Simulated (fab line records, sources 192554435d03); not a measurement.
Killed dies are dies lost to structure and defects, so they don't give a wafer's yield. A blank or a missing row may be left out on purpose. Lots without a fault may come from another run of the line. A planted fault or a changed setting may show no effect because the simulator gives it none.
A struck lot beside a sound one | flow n5_finfet | 36 steps out of a route of 1938
Sound: wafers L745.1, L745.3, L745.6. Struck: wafer L739.3. (L739.2, L739.6 of the same lot were not struck and are left out.) The cause comes at the end.
At each step with rows: each side's tool, then ch and its chambers, then its first start. Under that, the readings that differ: sound wafers | struck wafers | difference of the means | sigmas: that difference in standard deviations of wafers without a fault.
alike: readings whose means differ by less than 2 such deviations, and words and numbers that are the same on both sides. not compared: withheld readings, readings that some wafer has no value for, bounds like >300 that may hide the same value, and numbers for which the record gives no deviation and whose values overlap.
The two part at a step that has a row with sigmas, a row that says differs or no value, or rows on one side only. Numbers that don't overlap but have no deviation are shown without sigmas and don't part them. A reading that every wafer of one side lacks parts them only if that side has two wafers or more.

first, 9 steps without rows for these wafers: N5_BEOL_M5_ANNEAL_89 (time 1800 s); N5_BEOL_M5_SPUTTER_90 (material Cu, target thk 4.5 nm, time 8.29 s); N5_BEOL_M5_ECD_50 (material Cu, target thk 300 nm); N5_BEOL_M5_ANNEAL_51 (time 90 s); N5_BEOL_M5_CMP_52 (polishes, stops on SiCOH lowk, t overpolish 6.9 s, target thk 62 nm); N5_BEOL_M5_PRE_CLEAN_77 (time 15 s); N5_BEOL_M5_CO_CAP_78 (material Co, precursor CCTBA/H2, target thk 2 nm, time 102.1 s); N5_BEOL_M5_PRE_CLEAN_55 (time 15 s); N5_BEOL_M5_DEP_56 (deposits SiCN from 3MS/NH3, target thk 8 nm, time 14 s).
N5_BEOL_M6_ILD_DEP_00: deposits SiCOH lowk from DEMS/porogen, target thk 179.75 nm, time 33.4 s.
  sound on pecvd-01 ch 0,1,2, day 13 10:37; struck on pecvd-04 ch 1, day 12 05:15
  reading                                            | sound             | struck | difference | sigmas
  model.SiCOH_lowk_of_BEOL_M6_ILD_DEP_00.thk_nm (nm) | 176.4 172.4 181.4 | 211.6  | +34.9      |
  alike: heater_power_w, showerhead_plenum_p_Torr, throttle_valve_pct
  not compared: since_wet_clean_h
then, 1 step without rows for these wafers: N5_BEOL_M6_CURE_74 (cures SiCOH lowk, time 240 s).
N5_BEOL_M6_THK_MEAS_01:
  sound on film_metro-01, day 13 11:40; struck on film_metro-01, day 12 05:49
  reading         | sound             | struck | difference | sigmas
  M6_ILD_THK (nm) | 152.1 148.5 156.6 | 182.6  | +30.2      | +11
then, 23 steps without rows for these wafers: N5_BEOL_M6_PECVD_70 (deposits SiO2 from TEOS/O2, target thk 20 nm, time 22.7 s); N5_BEOL_M6_HM_DEP_02 (deposits TiN, target thk 20 nm); N5_BEOL_M6_COAT_59 (time 60 s, resist thk 100 nm); N5_BEOL_M6_COAT_60 (time 60 s, resist thk 35 nm); N5_BEOL_M6_COAT_05 (resist thk 90 nm); N5_BEOL_M6_EBR_07; N5_BEOL_M6_SOFTBAKE_06 (time 60 s); N5_BEOL_M6_EXPOSE_08 (exposes mask M6); N5_BEOL_M6_PEB_09 (peb time 60 s); N5_BEOL_M6_DEVELOP_10 (develop time 30 s); N5_BEOL_M6_DESCUM_16 (chemistry O2, time 7.9 s); N5_BEOL_M6_ETCH_61 (etches SiARC in CF4, target depth 45.5 nm, time 75.8 s); N5_BEOL_M6_ETCH_62 (etches SOC in N2/H2, target depth 110 nm, overetch 22 nm, time 165 s); N5_BEOL_M6_STRIP_68 (strips in N2/H2); N5_BEOL_M6_STRIP_67 (strips in CF4); N5_BEOL_M6_HM_OPEN_17 (chemistry Cl2/BCl3, target TiN, target depth 20 nm, overetch 6 nm); N5_BEOL_M6_STRIP_19 (strips in O2); N5_BEOL_M6_COAT_63 (time 60 s, resist thk 60 nm); N5_BEOL_M6_COAT_64 (time 60 s, resist thk 12 nm); N5_BEOL_M6_COAT_71 (time 60 s, resist thk 5 nm); N5_BEOL_M6_COAT_22 (resist thk 30 nm); N5_BEOL_M6_EBR_24; N5_BEOL_M6_SOFTBAKE_23 (time 60 s).
N5_BEOL_M6_CMP_52: polishes, stops on SiCOH lowk, t overpolish 6.9 s, target thk 80 nm.
  sound on cmp-03 ch 2,3, day 13 17:59; struck on cmp-03 ch 2, day 12 13:44
  reading                                            | sound             | struck | difference | sigmas
  model.SiCOH_lowk_of_BEOL_M6_ILD_DEP_00.thk_nm (nm) | 149.2 145.6 153.4 | 179.8  | +30.4      |
  alike: motor_current_A

WHERE THEY PART
Only at N5_BEOL_M6_THK_MEAS_01, within this record. Later steps at which nothing parts them and some readings are alike: N5_BEOL_M6_CMP_52.

WHY: what the simulator had put in
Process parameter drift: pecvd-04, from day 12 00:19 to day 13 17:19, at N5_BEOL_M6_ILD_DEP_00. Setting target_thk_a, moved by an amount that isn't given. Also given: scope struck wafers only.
